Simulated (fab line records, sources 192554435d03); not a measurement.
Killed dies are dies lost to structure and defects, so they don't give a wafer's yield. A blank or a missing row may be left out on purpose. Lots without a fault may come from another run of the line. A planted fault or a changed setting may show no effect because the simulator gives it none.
fab line records | flow n5_finfet
record lots=24 wafers=72 last_day=17
route steps=1938 shown WELL_APT@30 PMOS_HMC_CHANNEL_EPI@65 FIN_SAQP@131 STI_FIN_REVEAL@191
lots that met no fault: from a run of the same line without faults
start_h: hours from the record's first day to the start of the lot's first wafer shown | wait_h: hours since the lot's step before | " the same as in the row above | L1.1+2: a row that stands for several wafers | - no value, or no start given | * or withheld: withheld | < > ~ a bound
route shown NAME@n: a module of which the file shows steps, and the number in the route of the first | usual: mean/standard deviation of fault-free wafers | same: alike in all rows | chamber/n: place in a boat | sites: the reading at each site | _std_site: their standard deviation | _edge_site: outer sites' mean less inner sites' | radius_mm: how far each site lies from the wafer's centre | mask NAME#n: copy n | behind: the tool/chamber that last shaped the wafer | hold: why the lot was held/for how many hours/how that ended | device: the transistor (n, p or np) that didn't switch | end of line: the same wafers' tests at the end of the route | a step without rows: its recipe alone | killed: dies lost to structure and defects at the first sort, not the wafer's yield | map: a wafer's dies, x killed, . not, _ none there
set.NAME: the setting as run; set.NAME@STEP: as run at that earlier step | model.NAME: the simulator's own value behind a step, which no gauge read
steps of the route over a sample of lots; a table a step, a row a wafer
services: from which hour (start_h, from the record's first day; less than 0 if before it) a tool's chamber was out of use, for how many hours, and why
## steps
# step N5_WELL_APT_INSPECT_10
# recipe mode=adi inspect_instrument=macro
# usual raw_defect_count=2.3/1.6
# columns lot.wafer tool chamber start_h wait_h raw_defect_count
L074.4 defect_inspect-02 - 13.78 0.0 2
L074.5 " - " " 3
L074.6 " - " " 0
L075.2 defect_inspect-02 - 19.75 0.0 1
L075.3 " - " " 2
L075.4 " - " " 3
L076.1 defect_inspect-02 - 25.97 0.0 1
L076.3 " - " " 1
L076.4 " - " " 2
L077.2 defect_inspect-01 - 31.90 0.0 2
L077.4 " - " " 7
L077.5 " - " " 1
L078.1 defect_inspect-01 - 38.22 0.0 3
L078.2 " - " " 4
L078.4 " - " " 4
L079.2 defect_inspect-01 - 43.61 0.0 5
L079.3 " - " " 2
L079.5 " - " " 1
L080.1 defect_inspect-02 - 49.77 0.0 3
L080.5 " - " " 1
L080.6 " - " " 5
L081.2 defect_inspect-02 - 55.77 0.0 7
L081.3 " - " " 2
L081.5 " - " " 2
L082.1 defect_inspect-01 - 61.66 0.0 3
L082.4 " - " " 3
L082.6 " - " " 2
L083.1 defect_inspect-02 - 67.74 0.0 4
L083.2 " - " " 1
L083.5 " - " " 0
L084.1 defect_inspect-02 - 73.75 0.0 0
L084.2 " - " " 1
L084.4 " - " " 1
L085.2 defect_inspect-01 - 79.90 0.0 4
L085.5 " - " " 1
L085.6 " - " " 3
L086.1 defect_inspect-02 - 86.00 0.0 2
L086.3 " - " " 2
L086.4 " - " " 1
L087.3 defect_inspect-02 - 91.99 0.0 0
L087.4 " - " " 1
L087.6 " - " " 0
L088.3 defect_inspect-02 - 97.92 0.0 2
L088.5 " - " " 4
L088.6 " - " " 2
L089.4 defect_inspect-01 - 103.86 0.0 2
L089.5 " - " " 1
L089.6 " - " " 4
L090.3 defect_inspect-02 - 109.78 0.0 3
L090.5 " - " " 2
L090.6 " - " " 1
L091.1 defect_inspect-02 - 115.74 0.0 1
L091.4 " - " " 1
L091.5 " - " " 3
L092.1 defect_inspect-01 - 121.65 0.0 3
L092.3 " - " " 3
L092.6 " - " " 2
L093.2 defect_inspect-02 - 127.85 0.0 1
L093.4 " - " " 0
L093.6 " - " " 5
L094.1 defect_inspect-01 - 133.78 0.0 2
L094.2 " - " " 1
L094.6 " - " " 4
L095.1 defect_inspect-01 - 139.76 0.0 2
L095.5 " - " " 5
L095.6 " - " " 6
L096.1 defect_inspect-02 - 145.86 0.0 3
L096.2 " - " " 2
L096.6 " - " " 1
L097.1 defect_inspect-02 - 151.73 0.0 1
L097.3 " - " " 1
L097.5 " - " " 4
# step N5_WELL_APT_INSPECT_27
# recipe mode=adi inspect_instrument=macro
# usual raw_defect_count=2.1/1.6
# columns lot.wafer tool chamber start_h wait_h raw_defect_count
L074.4 defect_inspect-02 - 15.17 0.0 1
L074.5 " - " " 1
L074.6 " - " " 4
L075.2 defect_inspect-02 - 21.25 0.0 0
L075.3 " - " " 3
L075.4 " - " " 2
L076.1 defect_inspect-02 - 27.09 0.0 1
L076.3 " - " " 1
L076.4 " - " " 3
L077.2 defect_inspect-01 - 33.46 0.0 2
L077.4 " - " " 3
L077.5 " - " " 2
L078.1 defect_inspect-01 - 39.34 0.0 0
L078.2 " - " " 5
L078.4 " - " " 3
L079.2 defect_inspect-02 - 44.84 0.0 2
L079.3 " - " " 2
L079.5 " - " " 0
L080.1 defect_inspect-02 - 50.89 0.0 4
L080.5 " - " " 2
L080.6 " - " " 5
L081.2 defect_inspect-01 - 57.04 0.0 0
L081.3 " - " " 2
L081.5 " - " " 1
L082.1 defect_inspect-01 - 63.23 0.0 1
L082.4 " - " " 4
L082.6 " - " " 2
L083.1 defect_inspect-01 - 68.88 0.0 2
L083.2 " - " " 0
L083.5 " - " " 2
L084.1 defect_inspect-01 - 75.29 0.0 1
L084.2 " - " " 3
L084.4 " - " " 3
L085.2 defect_inspect-02 - 81.39 0.0 2
L085.5 " - " " 4
L085.6 " - " " 0
L086.1 defect_inspect-01 - 87.40 0.0 1
L086.3 " - " " 2
L086.4 " - " " 5
L087.3 defect_inspect-02 - 93.38 0.0 2
L087.4 " - " " 2
L087.6 " - " " 1
L088.3 defect_inspect-01 - 99.16 0.0 4
L088.5 " - " " 3
L088.6 " - " " 1
L089.4 defect_inspect-01 - 104.98 0.0 1
L089.5 " - " " 0
L089.6 " - " " 2
L090.3 defect_inspect-02 - 111.72 0.0 2
L090.5 " - " " 1
L090.6 " - " " 5
L091.1 defect_inspect-02 - 117.20 0.0 2
L091.4 " - " " 3
L091.5 " - " " 2
L092.1 defect_inspect-01 - 123.92 0.0 6
L092.3 " - " " 2
L092.6 " - " " 0
L093.2 defect_inspect-01 - 129.97 0.0 2
L093.4 " - " " 3
L093.6 " - " " 4
L094.1 defect_inspect-02 - 135.33 0.0 4
L094.2 " - " " 0
L094.6 " - " " 1
L095.1 defect_inspect-01 - 140.90 0.0 1
L095.5 " - " " 1
L095.6 " - " " 2
L096.1 defect_inspect-01 - 147.14 0.0 6
L096.2 " - " " 2
L096.6 " - " " 2
L097.1 defect_inspect-02 - 153.22 0.0 1
L097.3 " - " " 2
L097.5 " - " " 4
# step N5_PMOS_HMC_CHANNEL_EPI_CD_MEAS_09
# recipe target_cd_nm=237.4 landing_energy_ev=500 detector=se_inlens
# usual cd_nm=237.0/0.91
# columns lot.wafer tool chamber start_h wait_h cd_nm
L074.4 cd_sem-01 0 17.56 - 237.5
L074.5 " 0 " " 236.8
L074.6 " 0 " " 237.8
L075.2 cd_sem-02 0 23.75 - 236.0
L075.3 " 0 " " 237.0
L075.4 " 0 " " 237.1
L076.1 cd_sem-02 0 29.98 - 236.4
L076.3 " 0 " " 236.0
L076.4 " 0 " " 237.3
L077.2 cd_sem-01 0 35.92 - 236.4
L077.4 " 0 " " 236.0
L077.5 " 0 " " 237.4
L078.1 cd_sem-02 0 44.17 - 237.5
L078.2 " 0 " " 237.6
L078.4 " 0 " " 237.1
L079.2 cd_sem-03 0 47.46 - 237.5
L079.3 " 0 " " 237.2
L079.5 " 0 " " 237.7
L080.1 cd_sem-01 0 53.15 - 236.6
L080.5 " 0 " " 237.1
L080.6 " 0 " " 236.4
L081.2 cd_sem-01 0 59.76 - 237.9
L081.3 " 0 " " 239.7
L081.5 " 0 " " 237.4
L082.1 cd_sem-02 0 65.62 - 237.6
L082.4 " 0 " " 237.6
L082.6 " 0 " " 237.1
L083.1 cd_sem-01 0 72.13 - 236.9
L083.2 " 0 " " 236.2
L083.5 " 0 " " 237.4
L084.1 cd_sem-02 0 77.51 - 235.8
L084.2 " 0 " " 236.7
L084.4 " 0 " " 236.8
L085.2 cd_sem-03 0 84.29 - 236.6
L085.5 " 0 " " 236.5
L085.6 " 0 " " 237.7
L086.1 cd_sem-01 0 90.47 - 238.2
L086.3 " 0 " " 238.3
L086.4 " 0 " " 236.7
L087.3 cd_sem-03 0 95.81 - 235.3
L087.4 " 0 " " 235.8
L087.6 " 0 " " 236.8
L088.3 cd_sem-03 0 101.47 - 237.5
L088.5 " 0 " " 238.4
L088.6 " 0 " " 238.6
L089.4 cd_sem-02 0 107.31 - 237.2
L089.5 " 0 " " 236.6
L089.6 " 0 " " 235.8
L090.3 cd_sem-03 0 114.55 - 237.3
L090.5 " 0 " " 235.9
L090.6 " 0 " " 236.4
L091.1 cd_sem-03 0 119.59 - 235.5
L091.4 " 0 " " 236.5
L091.5 " 0 " " 235.9
L092.1 cd_sem-03 0 127.85 - 237.7
L092.3 " 0 " " 237.4
L092.6 " 0 " " 237.1
L093.2 cd_sem-03 0 133.29 - 238.3
L093.4 " 0 " " 237.4
L093.6 " 0 " " 237.9
L094.1 cd_sem-01 0 137.33 - 238.0
L094.2 " 0 " " 238.6
L094.6 " 0 " " 238.3
L095.1 cd_sem-02 0 142.89 - 235.7
L095.5 " 0 " " 236.3
L095.6 " 0 " " 236.6
L096.1 cd_sem-02 0 149.37 - 236.7
L096.2 " 0 " " 237.5
L096.6 " 0 " " 236.2
L097.1 cd_sem-02 0 155.46 - 234.6
L097.3 " 0 " " 235.7
L097.5 " 0 " " 235.5
# step N5_PMOS_HMC_CHANNEL_EPI_HM_OPEN_15
# recipe chemistry=CHF3/O2 target=SiO2 mask_material=CAR-ArF-block target_depth_a=406 CHF3_flow_sccm=50 O2_flow_sccm=5 Ar_flow_sccm=200 time_s=20.3 pressure_mtorr=30 source_w=650 bias_w=170 ion_energy_ev=200
# usual chamber_pressure_mTorr=30.003/0.027 drypump_motor_current_A=5.6/0.53 mfc_ar_sccm=200.0/0.55 oes_product_au=0.75/0.07 rf_vpp_V=516/9.6 showerhead_plenum_p_Torr=2.39/0.078 throttle_valve_pct=18.80/0.22
# columns lot.wafer tool chamber start_h wait_h chamber_pressure_mTorr drypump_motor_current_A mfc_ar_sccm oes_product_au rf_hours_counter_h rf_vpp_V showerhead_plenum_p_Torr throttle_valve_pct
L074.4 rie_diel-05 3 17.72 0.0 30.003 5.0 200.4 0.72 199 507 2.38 18.56
L074.5 " 0 " " 29.992 5.5 199.3 0.68 - 525 2.47 18.69
L074.6 " 3 " " 29.992 5.0 200.0 0.71 - 508 2.38 18.54
L075.2 rie_diel-05 2 23.92 0.0 30.018 5.6 200.2 0.69 190 523 2.49 18.54
L075.3 " 3 " " 29.987 5.0 198.5 0.72 200 507 2.38 18.53
L075.4 " 1 " " 30.015 5.8 200.1 0.72 187 519 2.31 18.79
L076.1 rie_diel-03 3 30.14 0.0 29.971 5.4 199.9 0.71 210 514 2.39 19.16
L076.3 " 2 " " 30.005 6.6 200.3 0.80 107 527 2.51 18.73
L076.4 " 2 " " 29.983 6.6 199.8 0.80 - 528 2.51 18.72
L077.2 rie_diel-05 2 36.39 0.0 30.009 5.7 198.8 0.69 195 523 2.49 18.54
L077.4 " 2 " " 29.961 5.7 199.8 0.69 - 523 2.49 18.57
L077.5 " 1 " " 29.994 5.8 199.4 0.71 - 520 2.30 18.80
L078.1 rie_diel-04 0 44.34 0.0 30.043 5.1 199.2 0.75 168 532 2.30 18.68
L078.2 " 2 " " 30.030 6.3 200.4 0.74 177 505 2.39 19.05
L078.4 " 1 " " 29.984 5.0 200.4 0.75 128 507 2.33 18.84
L079.2 rie_diel-04 3 47.62 0.0 30.018 6.1 199.1 0.81 86 509 2.33 18.77
L079.3 " 2 " " 29.989 6.3 199.8 0.74 177 506 2.39 19.05
L079.5 " 2 " " 30.033 6.2 200.1 0.73 - 506 2.39 19.06
L080.1 rie_diel-05 3 53.33 0.0 30.051 5.0 199.4 0.72 210 507 2.38 18.55
L080.5 " 2 " " 29.949 5.7 200.0 0.69 - 523 2.49 18.56
L080.6 " 3 " " 29.992 5.0 200.1 0.71 - 508 2.38 18.56
L081.2 rie_diel-04 2 59.92 0.0 29.987 6.3 200.8 0.74 182 508 2.39 19.06
L081.3 " 1 " " 30.019 5.0 200.5 0.76 132 504 2.32 18.85
L081.5 " 2 " " 30.012 6.3 201.0 0.73 - 507 2.39 19.08
L082.1 rie_diel-03 3 65.78 0.0 30.007 5.5 200.2 0.71 221 513 2.38 19.16
L082.4 " 1 " " 29.964 4.9 201.1 0.96 6 528 2.55 18.99
L082.6 " 2 " " 30.027 6.6 199.8 0.80 - 527 2.51 18.73
L083.1 rie_diel-05 0 72.29 0.0 30.013 5.5 200.3 0.97 8 523 2.46 18.31
L083.2 " 1 " " 30.035 5.8 200.3 0.71 203 518 2.30 18.83
L083.5 " 3 " " 29.935 5.0 200.6 0.72 - 508 2.37 18.57
L084.1 rie_diel-05 0 77.67 0.0 29.946 5.5 200.4 0.96 9 525 2.46 18.30
L084.2 " 3 " " 29.959 5.0 199.7 0.72 217 507 2.37 18.57
L084.4 " 2 " " 30.047 5.7 200.6 0.69 208 523 2.49 18.55
L085.2 rie_diel-04 2 84.86 0.0 29.988 6.3 199.3 0.72 189 507 2.38 19.08
L085.5 " 2 " " 30.008 6.3 198.7 0.73 - 506 2.38 19.08
L085.6 " 3 " " 30.024 6.1 200.4 0.80 - 507 2.32 18.80
L086.1 rie_diel-05 2 90.65 0.0 30.003 5.7 199.7 0.68 211 523 2.48 18.57
L086.3 " 0 " " 30.041 5.5 200.0 0.95 14 524 2.46 18.33
L086.4 " 1 " " 29.994 5.8 198.5 0.70 208 520 2.30 18.83
L087.3 rie_diel-04 1 96.23 0.0 29.976 5.0 200.0 0.74 143 506 2.32 18.86
L087.4 " 0 " " 30.000 5.1 200.0 0.72 183 533 2.29 18.71
L087.6 " 1 " " 29.981 5.0 199.7 0.74 - 505 2.32 18.86
L088.3 rie_diel-03 1 101.64 0.0 30.026 4.9 200.1 0.93 17 529 2.55 19.01
L088.5 " 3 " " 30.053 5.4 199.6 0.70 - 513 2.38 19.19
L088.6 " 2 " " 29.986 6.6 199.7 0.80 - 528 2.51 18.77
L089.4 rie_diel-04 2 107.47 0.0 29.982 6.2 201.1 0.73 196 506 2.38 19.09
L089.5 " 1 " " 29.975 5.0 200.7 0.74 - 506 2.32 18.84
L089.6 " 0 " " 30.005 5.1 200.0 0.73 - 532 2.29 18.71
L090.3 rie_diel-03 1 114.74 0.0 30.027 4.9 199.9 0.91 21 529 2.54 19.01
L090.5 " 2 " " 30.045 6.6 201.2 0.78 - 528 2.50 18.76
L090.6 " 1 " " 30.020 4.9 199.7 0.91 - 528 2.54 19.01
L091.1 rie_diel-05 3 119.76 0.0 29.997 5.0 198.9 0.68 231 507 2.37 18.60
L091.4 " 1 " " 29.962 5.8 200.2 0.69 218 519 2.30 18.87
L091.5 " 3 " " 29.962 5.0 199.6 0.70 - 508 2.37 18.60
L092.1 rie_diel-04 0 128.25 0.0 29.998 5.1 200.2 0.73 192 533 2.29 18.70
L092.3 " 2 " " 29.944 6.3 200.1 0.73 202 507 2.38 19.11
L092.6 " 0 " " 29.936 5.1 199.8 0.73 - 534 2.29 18.71
L093.2 rie_diel-03 1 133.45 0.0 29.946 4.9 199.6 0.89 27 528 2.54 18.99
L093.4 " 3 " " 30.000 5.4 200.7 0.69 241 514 2.37 19.21
L093.6 " 3 " " 29.976 5.4 200.9 0.70 - 514 2.37 19.19
L094.1 rie_diel-04 1 137.53 0.0 29.983 5.0 199.5 0.73 155 506 2.32 18.90
L094.2 " 3 " " 29.987 6.1 201.0 0.79 113 508 2.32 18.83
L094.6 " 2 " " 29.995 6.2 200.1 0.71 - 506 2.38 19.09
L095.1 rie_diel-04 0 143.11 0.0 30.008 5.1 199.7 0.72 197 533 2.29 18.71
L095.5 " 3 " " 30.024 6.1 200.6 0.78 - 508 2.32 18.83
L095.6 " 0 " " 29.967 5.1 200.8 0.72 - 533 2.29 18.71
L096.1 rie_diel-03 0 149.54 0.0 29.999 5.7 199.1 0.69 233 510 2.37 19.05
L096.2 " 2 " " 30.034 6.6 200.2 0.78 144 525 2.50 18.77
L096.6 " 2 " " 30.029 6.6 200.1 0.77 - 527 2.50 18.78
L097.1 rie_diel-04 1 155.63 0.0 29.962 5.0 199.4 0.73 161 506 2.31 18.89
L097.3 " 2 " " 30.004 6.3 199.7 0.71 211 507 2.38 19.11
L097.5 " 2 " " 29.980 6.3 199.9 0.72 - 506 2.38 19.11
# step N5_FIN_SAQP_MANDREL_ETCH_58
# recipe chemistry=HBr/Cl2 target=a-Si target_depth_a=450 bt_time_s=10 stop_on=SiNx mask_material=SiO2 over_etch_frac=0.8 time_s=27 pressure_mtorr=10 icp_w=800 bias_w=75 HBr_flow_sccm=150 Cl2_flow_sccm=80 ends=end_point
# usual chamber_pressure_mTorr=10.000/0.0095 drypump_motor_current_A=5.7/0.41 oes_product_au=0.696/0.013 throttle_valve_pct=35.5/0.32
# columns lot.wafer tool chamber start_h wait_h chamber_pressure_mTorr drypump_motor_current_A oes_product_au rf_hours_counter_h throttle_valve_pct
L074.4 rie_si-03 1 26.46 0.0 9.990 5.8 0.694 3 35.8
L074.5 " 1 " " 9.996 5.8 0.693 - 35.9
L074.6 " 2 " " 10.016 6.2 0.681 - 35.8
L075.2 rie_si-03 0 30.90 0.0 9.998 5.7 0.697 98 35.3
L075.3 " 2 " " 10.027 6.2 0.672 185 35.9
L075.4 " 1 " " 9.987 5.8 0.696 3 35.9
L076.1 rie_si-04 3 37.04 0.0 10.009 6.3 0.703 115 35.2
L076.3 " 0 " " 10.008 5.9 0.692 29 35.4
L076.4 " 2 " " 10.002 4.9 0.708 7 35.4
L077.2 rie_si-03 1 44.44 0.0 10.018 5.8 0.695 3 35.9
L077.4 " 2 " " 10.001 6.2 0.700 185 35.8
L077.5 " 0 " " 10.005 5.7 0.703 - 35.3
L078.1 rie_si-04 2 51.65 0.0 10.003 4.9 0.704 7 35.4
L078.2 " 0 " " 10.006 6.0 0.701 29 35.4
L078.4 " 1 " " 10.018 6.3 0.706 36 35.6
L079.2 rie_si-03 2 55.80 0.0 10.001 6.2 0.673 185 35.8
L079.3 " 0 " " 10.002 5.8 0.708 99 35.3
L079.5 " 0 " " 10.005 5.8 0.705 - 35.3
L080.1 rie_si-02 1 60.97 0.0 9.998 5.2 0.695 118 36.1
L080.5 " 0 " " 10.004 5.1 0.704 - 35.6
L080.6 " 3 " " 9.998 5.4 0.692 - 34.9
L081.2 rie_si-03 1 67.25 0.0 10.009 5.8 0.682 4 35.9
L081.3 " 3 " " 10.004 5.7 0.669 59 35.8
L081.5 " 0 " " 9.991 5.7 0.700 - 35.3
L082.1 rie_si-04 2 74.00 0.0 10.001 4.9 0.710 7 35.4
L082.4 " 3 " " 10.005 6.3 0.725 116 35.2
L082.6 " 2 " " 9.995 5.0 0.704 - 35.3
L083.1 rie_si-03 3 80.54 0.0 9.992 5.7 0.677 59 35.7
L083.2 " 2 " " 9.991 6.2 0.680 186 35.8
L083.5 " 1 " " 9.997 5.8 0.681 - 35.9
L084.1 rie_si-02 2 86.82 0.0 9.995 5.7 0.701 68 35.3
L084.2 " 3 " " 10.011 5.4 0.711 117 34.9
L084.4 " 1 " " 9.990 5.2 0.686 119 36.1
L085.2 rie_si-04 1 94.07 0.0 10.002 6.3 0.703 37 35.6
L085.5 " 2 " " 9.996 4.9 0.717 - 35.3
L085.6 " 1 " " 9.993 6.3 0.710 - 35.6
L086.1 rie_si-04 3 99.58 0.0 9.998 6.3 0.708 116 35.2
L086.3 " 0 " " 9.991 5.9 0.697 30 35.4
L086.4 " 2 " " 9.998 4.9 0.711 - 35.4
L087.3 rie_si-02 2 103.40 0.0 10.008 5.7 0.691 69 35.3
L087.4 " 0 " " 10.003 5.1 0.705 8 35.6
L087.6 " 0 " " 10.007 5.1 0.707 - 35.6
L088.3 rie_si-02 0 109.58 0.0 10.015 5.1 0.701 8 35.6
L088.5 " 3 " " 10.002 5.4 0.696 - 34.9
L088.6 " 2 " " 10.014 5.7 0.703 - 35.3
L089.4 rie_si-04 2 116.70 0.0 10.000 4.9 0.696 8 35.4
L089.5 " 0 " " 9.994 5.9 0.687 - 35.4
L089.6 " 1 " " 9.993 6.3 0.687 - 35.6
L090.3 rie_si-02 3 122.39 0.0 10.015 5.4 0.695 117 34.9
L090.5 " 3 " " 9.977 5.4 0.708 - 34.9
L090.6 " 0 " " 10.003 5.1 0.707 - 35.6
L091.1 rie_si-03 3 128.86 0.0 9.985 5.7 0.670 60 35.8
L091.4 " 0 " " 9.989 5.7 0.718 100 35.3
L091.5 " 2 " " 10.005 6.2 0.674 - 35.8
L092.1 rie_si-02 3 135.81 0.0 9.997 5.5 0.688 118 34.9
L092.3 " 1 " " 10.006 5.2 0.695 120 36.1
L092.6 " 3 " " 9.996 5.4 0.702 - 34.9
L093.2 rie_si-02 1 140.38 0.0 9.997 5.2 0.695 120 36.1
L093.4 " 2 " " 10.001 5.7 0.692 69 35.3
L093.6 " 1 " " 10.000 5.2 0.708 - 36.1
L094.1 rie_si-02 0 144.04 0.0 9.998 5.1 0.699 9 35.6
L094.2 " 3 " " 10.012 5.4 0.702 118 34.9
L094.6 " 0 " " 9.993 5.1 0.701 - 35.6
L095.1 rie_si-03 1 150.08 0.0 9.990 5.8 0.689 5 35.9
L095.5 " 1 " " 9.990 5.8 0.692 - 35.9
L095.6 " 0 " " 10.007 5.7 0.705 - 35.3
L096.1 rie_si-03 2 156.32 0.0 9.996 6.2 0.678 187 35.9
L096.2 " 0 " " 9.984 5.7 0.695 100 35.3
L096.6 " 0 " " 9.995 5.7 0.696 - 35.3
L097.1 rie_si-03 2 162.22 0.0 10.018 6.2 0.665 187 35.9
L097.3 " 0 " " 10.009 5.7 0.697 101 35.3
L097.5 " 0 " " 9.985 5.7 0.700 - 35.3
# step N5_STI_FIN_REVEAL_STRIP_24
# recipe chemistry=N2/H2 time_s=90 power_w=100 temp_c=40 pressure_mtorr=100 rf_frequency_hz=6e+07 bias_power_w=3 n2_flow_sccm=300 h2_flow_sccm=300
# usual chamber_pressure_mTorr=100.01/0.085 drypump_motor_current_A=5.6/0.52 oes_product_au=0.83/0.084 rf_vpp_V=45.4/0.88 showerhead_plenum_p_Torr=3.40/0.13 throttle_valve_pct=12.10/0.25
# columns lot.wafer tool chamber start_h wait_h chamber_pressure_mTorr drypump_motor_current_A oes_product_au rf_hours_counter_h rf_vpp_V showerhead_plenum_p_Torr throttle_valve_pct
L074.4 rie_diel-02 2 38.79 0.0 100.01 5.8 0.90 24 44.9 3.60 11.91
L074.5 " 2 " " 99.97 5.8 0.89 - 45.4 3.60 11.93
L074.6 " 3 " " 100.08 4.7 0.94 - 46.2 3.30 11.99
L075.2 rie_diel-06 0 41.25 0.0 99.89 5.3 0.67 246 43.7 3.20 12.55
L075.3 " 1 " " 100.00 6.7 0.85 65 44.8 3.29 12.18
L075.4 " 0 " " 99.93 5.3 0.67 - 43.4 3.20 12.54
L076.1 rie_diel-02 3 47.01 0.0 99.99 4.7 0.93 19 44.8 3.30 12.00
L076.3 " 1 " " 100.00 5.6 0.94 8 44.5 3.45 11.70
L076.4 " 0 " " 100.02 5.8 0.71 248 45.1 3.48 12.38
L077.2 rie_diel-06 3 54.64 0.0 99.90 5.2 0.92 16 46.7 3.55 11.81
L077.4 " 3 " " 100.06 5.2 0.93 - 45.3 3.55 11.81
L077.5 " 0 " " 99.88 5.3 0.67 - 44.7 3.20 12.56
L078.1 rie_diel-02 2 61.28 0.0 100.00 5.8 0.88 33 45.8 3.59 11.94
L078.2 " 1 " " 99.95 5.6 0.93 13 44.5 3.45 11.71
L078.4 " 2 " " 99.93 5.8 0.88 - 45.6 3.59 11.94
L079.2 rie_diel-01 1 65.24 0.0 99.97 5.3 0.73 168 45.9 3.38 12.36
L079.3 " 2 " " 99.96 6.4 0.74 212 44.6 3.33 12.36
L079.5 " 2 " " 99.91 6.3 0.73 - 46.5 3.33 12.35
L080.1 rie_diel-06 1 70.63 0.0 100.11 6.7 0.83 78 46.4 3.29 12.23
L080.5 " 3 " " 99.87 5.1 0.92 - 44.7 3.55 11.83
L080.6 " 1 " " 99.97 6.6 0.83 - 45.5 3.29 12.22
L081.2 rie_diel-01 1 76.82 0.0 100.04 5.3 0.73 171 46.3 3.38 12.35
L081.3 " 0 " " 100.16 6.1 0.75 181 45.5 3.23 12.39
L081.5 " 0 " " 99.97 6.1 0.75 - 44.9 3.23 12.38
L082.1 rie_diel-02 0 83.18 0.0 99.97 5.8 0.95 4 47.0 3.48 11.80
L082.4 " 2 " " 100.05 5.8 0.87 41 46.6 3.59 11.97
L082.6 " 2 " " 99.92 5.8 0.85 - 46.4 3.59 11.95
L083.1 rie_diel-02 0 91.31 0.0 100.09 5.9 0.93 8 46.0 3.48 11.80
L083.2 " 3 " " 100.14 4.8 0.89 37 46.4 3.29 12.04
L083.5 " 0 " " 100.14 5.9 0.92 - 45.7 3.48 11.79
L084.1 rie_diel-06 3 97.54 0.0 100.03 5.1 0.89 33 46.5 3.54 11.85
L084.2 " 0 " " 100.10 5.3 0.96 1 46.8 3.60 11.93
L084.4 " 2 " " 99.87 5.5 0.94 14 45.9 3.59 12.07
L085.2 rie_diel-02 0 105.19 0.0 100.05 5.8 0.90 14 44.8 3.47 11.79
L085.5 " 0 " " 99.83 5.8 0.92 - 45.3 3.47 11.80
L085.6 " 1 " " 100.03 5.6 0.89 - 44.7 3.44 11.75
L086.1 rie_diel-01 1 108.94 0.0 100.14 5.3 0.71 185 45.2 3.37 12.39
L086.3 " 3 " " 100.07 5.8 0.90 8 45.2 3.31 11.99
L086.4 " 0 " " 99.94 6.1 0.73 196 44.7 3.22 12.42
L087.3 rie_diel-02 0 113.13 0.0 100.03 5.8 0.90 17 46.2 3.47 11.81
L087.4 " 3 " " 100.01 4.7 0.87 46 46.9 3.28 12.07
L087.6 " 3 " " 99.91 4.7 0.87 - 44.4 3.28 12.08
L088.3 rie_diel-02 2 121.04 0.0 100.11 5.7 0.83 59 45.8 3.58 12.02
L088.5 " 1 " " 100.02 5.6 0.86 - 45.2 3.43 11.78
L088.6 " 2 " " 100.07 5.8 0.82 - 45.6 3.58 12.01
L089.4 rie_diel-02 2 126.14 0.0 99.99 5.8 0.82 62 46.0 3.58 12.02
L089.5 " 3 " " 100.02 4.8 0.85 - 44.9 3.28 12.08
L089.6 " 0 " " 100.08 5.8 0.88 - 47.2 3.47 11.83
L090.3 rie_diel-06 3 133.34 0.0 100.00 5.2 0.90 36 45.0 3.54 11.85
L090.5 " 0 " " 100.12 5.3 0.94 - 45.3 3.60 11.93
L090.6 " 1 " " 100.07 6.6 0.82 - 44.5 3.28 12.25
L091.1 rie_diel-01 0 139.36 0.0 100.01 6.1 0.72 211 45.7 3.21 12.46
L091.4 " 2 " " 100.01 6.4 0.71 245 46.0 3.31 12.43
L091.5 " 1 " " 100.02 5.3 0.70 - 44.7 3.36 12.44
L092.1 rie_diel-02 2 145.24 0.0 100.16 5.8 0.81 69 45.2 3.57 12.03
L092.3 " 1 " " 99.97 5.6 0.85 51 45.1 3.43 11.80
L092.6 " 3 " " 100.06 4.7 0.85 - 45.0 3.28 12.10
L093.2 rie_diel-01 1 149.72 0.0 99.95 5.3 0.71 204 45.3 3.36 12.47
L093.4 " 2 " " 100.09 6.4 0.71 248 44.5 3.31 12.45
L093.6 " 0 " " 100.01 6.2 0.72 - 45.6 3.21 12.46
L094.1 rie_diel-06 2 154.61 0.0 99.92 5.5 0.90 26 47.4 3.58 12.09
L094.2 " 1 " " 100.21 6.7 0.81 100 45.5 3.28 12.28
L094.6 " 2 " " 100.07 5.5 0.90 - 46.9 3.58 12.10
L095.1 rie_diel-01 1 160.05 0.0 100.09 5.3 0.69 209 44.7 3.36 12.46
L095.5 " 3 " " 99.83 5.8 0.85 - 46.0 3.29 12.06
L095.6 " 1 " " 100.13 5.3 0.70 - 44.3 3.36 12.46
L096.1 rie_diel-01 1 165.48 0.0 99.99 5.3 0.69 212 45.1 3.35 12.48
L096.2 " 0 " " 99.88 6.1 0.72 222 45.8 3.21 12.48
L096.6 " 1 " " 99.92 5.4 0.70 - 45.3 3.35 12.47
L097.1 rie_diel-06 2 171.71 0.0 99.95 5.5 0.90 31 46.8 3.58 12.09
L097.3 " 1 " " 99.94 6.7 0.79 106 46.6 3.27 12.30
L097.5 " 3 " " 99.96 5.2 0.88 - 44.0 3.53 11.90
## services
# columns tool chamber start_h hours kind
rie_diel-05 - -4.37 0.4 repair
rie_diel-03 3 -3.97 7.8 repair
rie_diel-02 1 -3.48 2.6 repair
rie_diel-05 3 -2.49 3.8 repair
rie_diel-03 1 -2.28 5.2 repair
rie_diel-02 1 -0.32 - clean
rie_diel-02 1 -0.32 - consumable_replace:focus_ring
rie_diel-04 1 0.04 2.6 repair
rie_si-02 - 17.35 0.1 repair
rie_diel-04 3 27.16 7.9 repair
rie_si-02 - 32.88 2.8 pm
rie_diel-01 0 40.40 11.1 repair
rie_diel-04 1 53.11 2.4 repair
rie_diel-01 3 59.68 14.2 repair
rie_diel-01 - 68.27 2.8 pm
rie_diel-02 1 68.50 2.2 repair
rie_diel-06 0 68.51 6.8 repair
rie_diel-06 2 83.58 4.7 repair
rie_diel-02 2 92.12 3.4 repair
rie_si-04 1 99.50 3.5 repair
rie_diel-06 - 104.51 28.1 pm
rie_si-02 - 109.96 0.3 repair
rie_diel-02 0 145.20 4.2 repair
rie_si-03 - 159.61 0.3 repair
## key
fault none
